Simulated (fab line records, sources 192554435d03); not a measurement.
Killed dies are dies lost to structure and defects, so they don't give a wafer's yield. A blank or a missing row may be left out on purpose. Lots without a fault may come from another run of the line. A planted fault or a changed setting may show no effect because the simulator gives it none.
Chamber matching | flow n5_finfet | N5_PASSIVATION_PECVD_00 on pecvd-02: 3 sister chambers
The step deposits SiO2 from SiH4/N2O, target thk 200 nm, time 11.2 s. 20 wafers are shown with their chamber, then 10 later ones without.

WAFERS WITH THEIR CHAMBER
wafer  | chamber | throttle_valve_pct (%) | showerhead_plenum_p_Torr (Torr) | heater_power_w (W)
L075.1 | 0       | 48.4                   | 8.19                            | 736
L075.2 | 1       | 54.3                   | 8.17                            | 635
L075.5 | 1       | 54.6                   | 8.21                            | 642
L079.2 | 0       | 48.5                   | 8.18                            | 779
L079.3 | 1       | 54.5                   | 8.21                            | 527
L079.6 | 1       | 54.6                   | 8.21                            | 558
L083.2 | 1       | 54.5                   | 8.20                            | 679
L083.5 | 2       | 50.8                   | 8.03                            | 496
L083.6 | 1       | 54.6                   | 8.19                            | 668
L085.1 | 2       | 50.6                   | 8.03                            | 612
L085.4 | 2       | 51.0                   | 8.02                            | 614
L085.5 | 0       | 48.6                   | 8.20                            | 794
L088.2 | 1       | 54.8                   | 8.19                            | 575
L088.5 | 0       | 48.8                   | 8.20                            | 684
L088.6 | 2       | 50.7                   | 8.03                            | 576
L087.1 | 0       | 48.7                   | 8.20                            | 836
L087.2 | 1       | 54.3                   | 8.20                            | 587
L087.4 | 0       | 49.0                   | 8.19                            | 840
L089.1 | 0       | 48.6                   | 8.18                            | 870
L089.4 | 2       | 51.3                   | 8.02                            | 592

SIGNATURES (means of the wafers above)
reading                  | chamber 0 | chamber 1 | chamber 2 | scatter within a chamber
throttle_valve_pct       | 48.657    | 54.525    | 50.880    | 0.209
showerhead_plenum_p_Torr | 8.1914    | 8.1975    | 8.0260    | 0.0107
heater_power_w           | 791.29    | 608.88    | 578.00    | 57.3
Rule: a wafer's distance from a chamber is the root of the sum, over the readings, of the square of ((its reading less the chamber's mean) divided by the reading's scatter). The wafer belongs to the nearest chamber; if the next one is less than 2 further off, it can't be placed. The scatter: the root of (the sum of the squares of (reading less its chamber's mean) over the shown wafers, divided by (wafers less chambers)).

WAFERS WITHOUT THEIR CHAMBER
wafer  | throttle_valve_pct (%) | showerhead_plenum_p_Torr (Torr) | heater_power_w (W)
L089.6 | 48.5                   | 8.17                            | 682
L094.1 | 54.2                   | 8.21                            | 645
L094.5 | 48.6                   | 8.21                            | 786
L094.6 | 51.4                   | 8.05                            | 528
L097.3 | 48.9                   | 8.19                            | 762
L097.5 | 51.6                   | 8.05                            | 593
L097.6 | 54.6                   | 8.19                            | 613
L095.1 | 54.4                   | 8.21                            | 653
L095.2 | 48.7                   | 8.18                            | 812
L095.5 | 54.6                   | 8.20                            | 645

WHICH CHAMBER EACH WENT THROUGH
wafer  | from the rows above | in truth
L089.6 | 0                   | 0
L094.1 | 1                   | 1
L094.5 | 0                   | 0
L094.6 | 2                   | 2
L097.3 | 0                   | 0
L097.5 | 2                   | 2
L097.6 | 1                   | 1
L095.1 | 1                   | 1
L095.2 | 0                   | 0
L095.5 | 1                   | 1
Placed correctly: 10 of 10. Can't be placed from these rows: 0. Placed wrongly: 0.
